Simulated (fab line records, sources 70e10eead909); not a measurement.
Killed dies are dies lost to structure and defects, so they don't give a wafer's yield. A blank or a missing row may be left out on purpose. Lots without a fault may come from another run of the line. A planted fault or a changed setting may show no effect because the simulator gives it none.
Chamber matching | flow nand_harc | NHARC_P_M2_DESCUM_14 on rie_diel-10: 4 sister chambers
The step chemistry O2, time 3 s. 20 wafers are shown with their chamber, then 10 later ones without.

WAFERS WITH THEIR CHAMBER
wafer  | chamber | drypump_motor_current_A (A) | rf_vpp_V (V) | oes_product_au (a.u.)
L324.2 | 3       | 6.3                         | 58.6         | 0.996
L324.3 | 1       | 6.7                         | 58.2         | 1.006
L324.5 | 2       | 5.4                         | 57.5         | 1.005
L325.2 | 0       | 5.9                         | 57.0         | 1.000
L325.3 | 2       | 5.4                         | 57.4         | 1.002
L325.4 | 1       | 6.7                         | 56.1         | 0.986
L326.4 | 3       | 6.2                         | 59.4         | 1.010
L326.5 | 2       | 5.5                         | 56.8         | 1.009
L326.6 | 3       | 6.3                         | 58.7         | 0.993
L329.1 | 3       | 6.3                         | 58.1         | 1.002
L329.3 | 2       | 5.4                         | 57.5         | 1.006
L329.6 | 3       | 6.3                         | 58.3         | 1.002
L332.3 | 2       | 5.4                         | 57.3         | 1.004
L332.5 | 0       | 5.9                         | 56.2         | 1.004
L332.6 | 3       | 6.3                         | 58.3         | 0.994
L331.2 | 3       | 6.2                         | 58.6         | 1.001
L331.4 | 1       | 6.8                         | 59.0         | 1.001
L331.5 | 3       | 6.2                         | 58.8         | 1.006
L330.2 | 3       | 6.3                         | 58.7         | 1.007
L330.3 | 2       | 5.4                         | 56.8         | 1.015

SIGNATURES (means of the wafers above)
reading                 | chamber 0 | chamber 1 | chamber 2 | chamber 3 | scatter within a chamber
drypump_motor_current_A | 5.900     | 6.733     | 5.417     | 6.267     | 0.0468
rf_vpp_V                | 56.600    | 57.767    | 57.217    | 58.611    | 0.637
oes_product_au          | 1.00200   | 0.99767   | 1.00683   | 1.00122   | 0.00619
Rule: a wafer's distance from a chamber is the root of the sum, over the readings, of the square of ((its reading less the chamber's mean) divided by the reading's scatter). The wafer belongs to the nearest chamber; if the next one is less than 2 further off, it can't be placed. The scatter: the root of (the sum of the squares of (reading less its chamber's mean) over the shown wafers, divided by (wafers less chambers)).

WAFERS WITHOUT THEIR CHAMBER
wafer  | drypump_motor_current_A (A) | rf_vpp_V (V) | oes_product_au (a.u.)
L330.4 | 5.9                         | 57.5         | 1.014
L342.1 | 5.4                         | 58.3         | 1.009
L342.2 | 5.9                         | 54.9         | 1.014
L342.5 | 5.4                         | 56.6         | 1.002
L343.1 | 6.8                         | 57.9         | 1.020
L343.4 | 5.9                         | 57.3         | 1.007
L343.6 | 6.7                         | 57.7         | 1.019
L345.1 | 6.7                         | 57.7         | 1.026
L345.2 | 5.4                         | 56.2         | 0.995
L345.4 | 6.3                         | 57.7         | 0.990

WHICH CHAMBER EACH WENT THROUGH
wafer  | from the rows above | in truth
L330.4 | 0                   | 0
L342.1 | 2                   | 2
L342.2 | 0                   | 0
L342.5 | 2                   | 2
L343.1 | 1                   | 1
L343.4 | 0                   | 0
L343.6 | 1                   | 1
L345.1 | 1                   | 1
L345.2 | 2                   | 2
L345.4 | 3                   | 3
Placed correctly: 10 of 10. Can't be placed from these rows: 0. Placed wrongly: 0.
